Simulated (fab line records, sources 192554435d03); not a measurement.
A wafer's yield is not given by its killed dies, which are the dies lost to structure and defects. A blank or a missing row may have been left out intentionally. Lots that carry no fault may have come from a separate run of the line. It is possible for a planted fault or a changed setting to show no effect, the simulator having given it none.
fab line records    flow n5Finfet    part 2 of 2: steps 22 to 27 of 27
record lots=5  wafers=15  lastDay=16
route steps=1938 shown MIM_BOT_LITHO@1864 MIM_BOT_ETCH@1866 PASS1_CAP@1873 TV_LITHO@1875 TV_OPEN@1887
lots untouched by any fault: they come from a run of this same line in which no faults occurred
startH: start of the lot's first displayed wafer, in hours after the record's first day    waitH: hours elapsed since this lot's preceding step    " unchanged from the row above    L1.1+2: a row that stands for several wafers    - no value present, or no start provided    * or withheld: withheld    < > ~ a bound
route shown NAME@n: a module of which the file shows steps, and the number in the route of the first    usual: mean and standard deviation over wafers with no fault    same: alike in all rows    chamber/n: place in a boat    sites: per-site readings    _std_site: how widely they spread, as a standard deviation    _edge_site: the outer-site mean with the inner-site mean subtracted    radiusMm: for every site, how far away it sits from the centre of the wafer    mask NAME#n: copy n    behind: the tool/chamber that last shaped the wafer    hold: what put the lot on hold/how long, in hours/how the hold closed    device: names the non-switching transistor (n, p or np)    end of line: tests of these same wafers at the route's end    step lacking rows: just its recipe    killed: at the first sort, the dies lost to defects and structure; wafer yield is something else    map: the dies of a wafer, with x for killed, . for not killed, _ for no die there
set.NAME: the setting the step ran with; set.NAME@STEP: the setting that earlier step ran with    model.NAME: the simulator's own value behind a step, which no gauge read
lots at selected steps of the route; one table per step, one row per wafer
services: from which hour (startH, from the record's first day; less than 0 if before it) a tool's chamber was out of use, for how many hours, and why
## steps
# step N5_PASSIVATION_INSPECT_61
# recipe mode=adi  inspectInstrument=macro
# usual rawDefectCount=1.9/1.3
lot.wafer  tool              chamber  startH  waitH  rawDefectCount
L074.1     defectInspect-02  -        271.19  0.0    1
L074.2     "                 -        "       "      2
L074.5     "                 -        "       "      0
L083.2     defectInspect-01  -        331.61  0.0    1
L083.3     "                 -        "       "      3
L083.5     "                 -        "       "      2
L086.1     defectInspect-02  -        354.23  0.0    3
L086.5     "                 -        "       "      0
L086.6     "                 -        "       "      3
L089.2     defectInspect-01  -        366.73  0.0    3
L089.3     "                 -        "       "      2
L089.4     "                 -        "       "      2
L092.4     defectInspect-02  -        380.37  0.0    2
L092.5     "                 -        "       "      2
L092.6     "                 -        "       "      0
# step N5_PASSIVATION_DESCUM_12
# recipe chemistry=O2  timeS=7.9  sourcePowerW=50  biasPowerW=20  pressureMtorr=20  rfFrequencyHz=2.712e+07  tempC=40  o2FlowSccm=225
# usual drypumpMotorCurrentA=5.6/0.43  oesProductAu=0.79/0.087  rfVppV=243.0/1.3  showerheadPlenumPTorr=2.09/0.074  throttleValvePct=20.55/0.2
lot.wafer  tool        chamber  startH  waitH  drypumpMotorCurrentA  oesProductAu  rfHoursCounterH  rfVppV  showerheadPlenumPTorr  throttleValvePct
L074.1     rieDiel-06  1        271.23  0.0    5.7                   0.73          205              243.2   2.07                   20.64
L074.2     "           2        "       "      6.0                   0.66          250              242.6   2.05                   20.52
L074.5     "           1        "       "      5.7                   0.72          -                242.3   2.07                   20.66
L083.2     rieDiel-03  1        331.71  0.1    5.4                   0.82          67               244.8   2.22                   20.58
L083.3     "           0        "       "      5.1                   0.70          241              242.0   2.05                   20.49
L083.5     "           0        "       "      5.1                   0.70          -                240.6   2.05                   20.50
L086.1     rieDiel-04  3        354.97  0.7    5.1                   0.80          100              240.3   2.04                   20.62
L086.5     "           3        "       "      5.1                   0.79          -                242.7   2.04                   20.62
L086.6     "           2        "       "      5.7                   0.90          -                245.2   2.24                   20.75
L089.2     rieDiel-03  0        366.80  0.1    5.1                   0.69          258              243.6   2.05                   20.53
L089.3     "           3        "       "      6.4                   0.80          112              243.7   2.12                   20.74
L089.4     "           3        "       "      6.4                   0.80          -                242.7   2.12                   20.75
L092.4     rieDiel-03  3        381.00  0.6    6.4                   0.80          -                243.8   2.12                   20.75
L092.5     "           0        "       "      5.1                   0.69          -                243.2   2.04                   20.53
L092.6     "           1        "       "      5.4                   0.80          -                244.7   2.21                   20.61
# step N5_PASSIVATION_PASS_ETCH_74
# recipe chemistry=CF4/O2  target=SiNx  targetDepthA=2200  timeS=110  ionEnergyEv=100  pressureMtorr=40  sourceW=535  biasW=49  Ar_flow_sccm=100  cf4FlowSccm=100  O2_flow_sccm=10
# usual drypumpMotorCurrentA=5.6/0.42  oesProductAu=0.79/0.093  rfVppV=242/11  showerheadPlenumPTorr=2.20/0.068  throttleValvePct=16.08/0.17
lot.wafer  tool        chamber  startH  waitH  drypumpMotorCurrentA  oesProductAu  rfHoursCounterH  rfVppV  showerheadPlenumPTorr  throttleValvePct
L074.1     rieDiel-06  1        271.29  0.0    5.7                   0.71          205              261     2.18                   16.25
L074.2     "           2        "       "      6.0                   0.67          250              236     2.16                   16.26
L074.5     "           1        "       "      5.7                   0.71          -                259     2.18                   16.25
L083.2     rieDiel-03  1        331.77  0.0    5.4                   0.81          67               259     2.32                   16.06
L083.3     "           0        "       "      5.1                   0.68          241              260     2.19                   16.27
L083.5     "           0        "       "      5.1                   0.68          -                260     2.19                   16.26
L086.1     rieDiel-04  3        355.04  0.0    5.2                   0.79          100              233     2.14                   15.99
L086.5     "           3        "       "      5.2                   0.79          -                235     2.14                   15.98
L086.6     "           2        "       "      5.7                   0.93          -                232     2.34                   16.06
L089.2     rieDiel-03  0        366.87  0.0    5.1                   0.67          258              259     2.19                   16.30
L089.3     "           3        "       "      6.3                   0.82          112              237     2.22                   16.21
L089.4     "           3        "       "      6.4                   0.81          -                238     2.22                   16.21
L092.4     rieDiel-03  3        381.08  0.0    6.3                   0.80          -                237     2.22                   16.21
L092.5     "           0        "       "      5.1                   0.66          -                260     2.18                   16.32
L092.6     "           1        "       "      5.4                   0.77          -                260     2.31                   16.06
# step N5_PASSIVATION_VIA_ETCH_13
# recipe chemistry=CHF3/O2  target=SiO2  targetDepthA=6600  CHF3_flow_sccm=50  O2_flow_sccm=5  Ar_flow_sccm=200  timeS=330  maskMaterial=PR  pressureMtorr=30  sourceW=650  biasW=170  ionEnergyEv=200  ends=cleared
# usual drypumpMotorCurrentA=5.6/0.43  etchRfOnTimeS=235/6.5  oesProductAu=0.71/0.081  rfVppV=526/23  showerheadPlenumPTorr=2.41/0.083  throttleValvePct=18.97/0.17
lot.wafer  tool        chamber  startH  waitH  drypumpMotorCurrentA  etchRfOnTimeS  oesProductAu  rfHoursCounterH  rfVppV  showerheadPlenumPTorr  throttleValvePct
L074.1     rieDiel-06  1        271.38  0.0    5.7                   224            0.65          205              562     2.37                   19.02
L074.2     "           2        "       "      6.1                   233            0.61          250              514     2.36                   19.06
L074.5     "           1        "       "      5.7                   227            0.65          -                563     2.37                   19.03
L083.2     rieDiel-03  1        331.86  0.0    5.4                   236            0.74          67               566     2.55                   19.01
L083.3     "           0        "       "      5.1                   234            0.62          241              564     2.40                   19.15
L083.5     "           0        "       "      5.1                   241            0.62          -                563     2.40                   19.15
L086.1     rieDiel-04  3        355.13  0.0    5.1                   239            0.71          100              507     2.32                   18.83
L086.5     "           3        "       "      5.2                   247            0.71          -                508     2.32                   18.84
L086.6     "           2        "       "      5.7                   233            0.81          -                507     2.56                   19.06
L089.2     rieDiel-03  0        366.96  0.0    5.1                   233            0.62          258              563     2.39                   19.20
L089.3     "           3        "       "      6.4                   228            0.74          112              517     2.44                   19.21
L089.4     "           3        "       "      6.4                   232            0.73          -                517     2.44                   19.20
L092.4     rieDiel-03  3        381.23  0.1    6.4                   233            0.72          -                516     2.44                   19.21
L092.5     "           0        "       "      5.1                   242            0.61          -                562     2.39                   19.17
L092.6     "           1        "       "      5.3                   242            0.73          -                565     2.54                   19.05
# step N5_PASSIVATION_STRIP_14
# recipe chemistry=O2  powerW=600  tempC=60  pressureMtorr=30  rfFrequencyHz=6e+07  biasPowerW=0  overashFraction=0.5  o2FlowSccm=225
# usual drypumpMotorCurrentA=5.6/0.43  oesProductAu=0.80/0.087  rfVppV=3.7/0.91  showerheadPlenumPTorr=2.10/0.074  throttleValvePct=16.78/0.19
lot.wafer  tool        chamber  startH  waitH  drypumpMotorCurrentA  oesProductAu  rfHoursCounterH  rfVppV  showerheadPlenumPTorr  throttleValvePct
L074.1     rieDiel-06  1        271.58  0.1    5.7                   0.73          205              3.6     2.07                   16.92
L074.2     "           2        "       "      6.0                   0.68          250              3.6     2.05                   16.89
L074.5     "           1        "       "      5.7                   0.72          -                3.2     2.07                   16.92
L083.2     rieDiel-03  1        332.06  0.1    5.4                   0.82          67               3.7     2.22                   16.82
L083.3     "           0        "       "      5.1                   0.69          241              3.4     2.06                   16.81
L083.5     "           0        "       "      5.1                   0.69          -                2.6     2.06                   16.82
L086.1     rieDiel-04  3        355.33  0.1    5.1                   0.80          101              3.9     2.05                   16.76
L086.5     "           3        "       "      5.2                   0.79          -                5.1     2.05                   16.82
L086.6     "           2        "       "      5.7                   0.90          -                5.5     2.25                   16.85
L089.2     rieDiel-03  0        367.16  0.1    5.1                   0.68          259              2.2     2.05                   16.82
L089.3     "           3        "       "      6.4                   0.81          112              4.9     2.12                   16.96
L089.4     "           3        "       "      6.3                   0.79          -                3.2     2.12                   16.94
L092.4     rieDiel-03  3        381.35  0.0    6.3                   0.79          -                4.6     2.12                   16.98
L092.5     "           0        "       "      5.1                   0.69          -                2.4     2.05                   16.88
L092.6     "           1        "       "      5.4                   0.81          -                2.3     2.22                   16.88
# step N5_PASSIVATION_ETCH_15
# recipe chemistry=CF4/N2  target=SiCN  targetDepthA=750  taperDeg=2  timeS=81.2  ionEnergyEv=150  maskMaterial=SiNx  pressureMtorr=40  sourceW=430  biasW=70  Ar_flow_sccm=100  cf4FlowSccm=60  n2FlowSccm=60
# usual drypumpMotorCurrentA=5.6/0.43  n2FlowSccm=60.01/0.18  oesProductAu=0.79/0.094  rfVppV=382.2/1.9  showerheadPlenumPTorr=2.21/0.071  throttleValvePct=15.53/0.18
lot.wafer  tool        chamber  startH  waitH  drypumpMotorCurrentA  n2FlowSccm  oesProductAu  rfHoursCounterH  rfVppV  showerheadPlenumPTorr  throttleValvePct
L074.1     rieDiel-06  1        -       -      5.7                   60.06       0.71          205              382.5   2.18                   15.70
L074.2     "           2        "       "      6.1                   60.07       0.67          250              381.6   2.16                   15.69
L074.5     "           1        "       "      5.7                   60.15       0.71          -                381.8   2.18                   15.71
L083.2     rieDiel-03  1        -       -      5.4                   60.17       0.80          67               385.5   2.32                   15.50
L083.3     "           0        "       "      5.1                   59.99       0.67          241              383.0   2.19                   15.75
L083.5     "           0        "       "      5.1                   59.79       0.68          -                381.2   2.19                   15.73
L086.1     rieDiel-04  3        -       -      5.2                   59.93       0.79          101              377.9   2.13                   15.42
L086.5     "           3        "       "      5.2                   59.95       0.79          -                381.3   2.13                   15.42
L086.6     "           2        "       "      5.7                   59.99       0.92          -                386.1   2.34                   15.49
L089.2     rieDiel-03  0        -       -      5.1                   60.29       0.67          259              382.8   2.19                   15.77
L089.3     "           3        "       "      6.3                   59.91       0.81          112              381.8   2.23                   15.71
L089.4     "           3        "       "      6.4                   59.72       0.80          -                382.0   2.23                   15.69
L092.4     rieDiel-03  3        -       -      6.4                   59.94       0.80          -                382.9   2.23                   15.70
L092.5     "           0        "       "      5.1                   59.75       0.66          -                380.8   2.19                   15.78
L092.6     "           1        "       "      5.4                   59.97       0.78          -                386.3   2.31                   15.54
## services
tool           chamber  startH  hours  kind
krfScanner-02  -        256.12  0.8    pm
krfScanner-02  -        258.23  4.4    pm
pecvd-01       -        259.73  2.9    repair
krfScanner-01  -        260.40  0.2    repair
krfScanner-01  -        262.63  1.0    pm
rieDiel-06     0        267.66  4.5    repair
rieMetal-03    -        271.03  0.4    repair
rieDiel-04     3        278.44  4.5    repair
krfScanner-01  -        284.14  1.3    pm
wetBench-04    -        285.49  1.9    pm
rieDiel-03     2        296.51  115.9  repair
rieDiel-04     3        296.85  3.5    repair
krfScanner-01  -        313.11  0.3    repair
krfScanner-01  -        314.16  4.0    pm
krfScanner-02  -        318.18  1.0    pm
krfScanner-02  -        329.85  4.0    pm
rieDiel-04     1        334.75  7.2    repair
wetBench-04    -        336.58  1.7    repair
rieDiel-06     -        340.42  15.6   pm
rieDiel-01     2        350.29  6.7    repair
wetBench-02    -        358.82  0.8    repair
krfScanner-01  -        362.70  4.4    pm
rieDiel-02     1        363.22  4.6    repair
rieMetal-01    -        369.96  1.0    repair
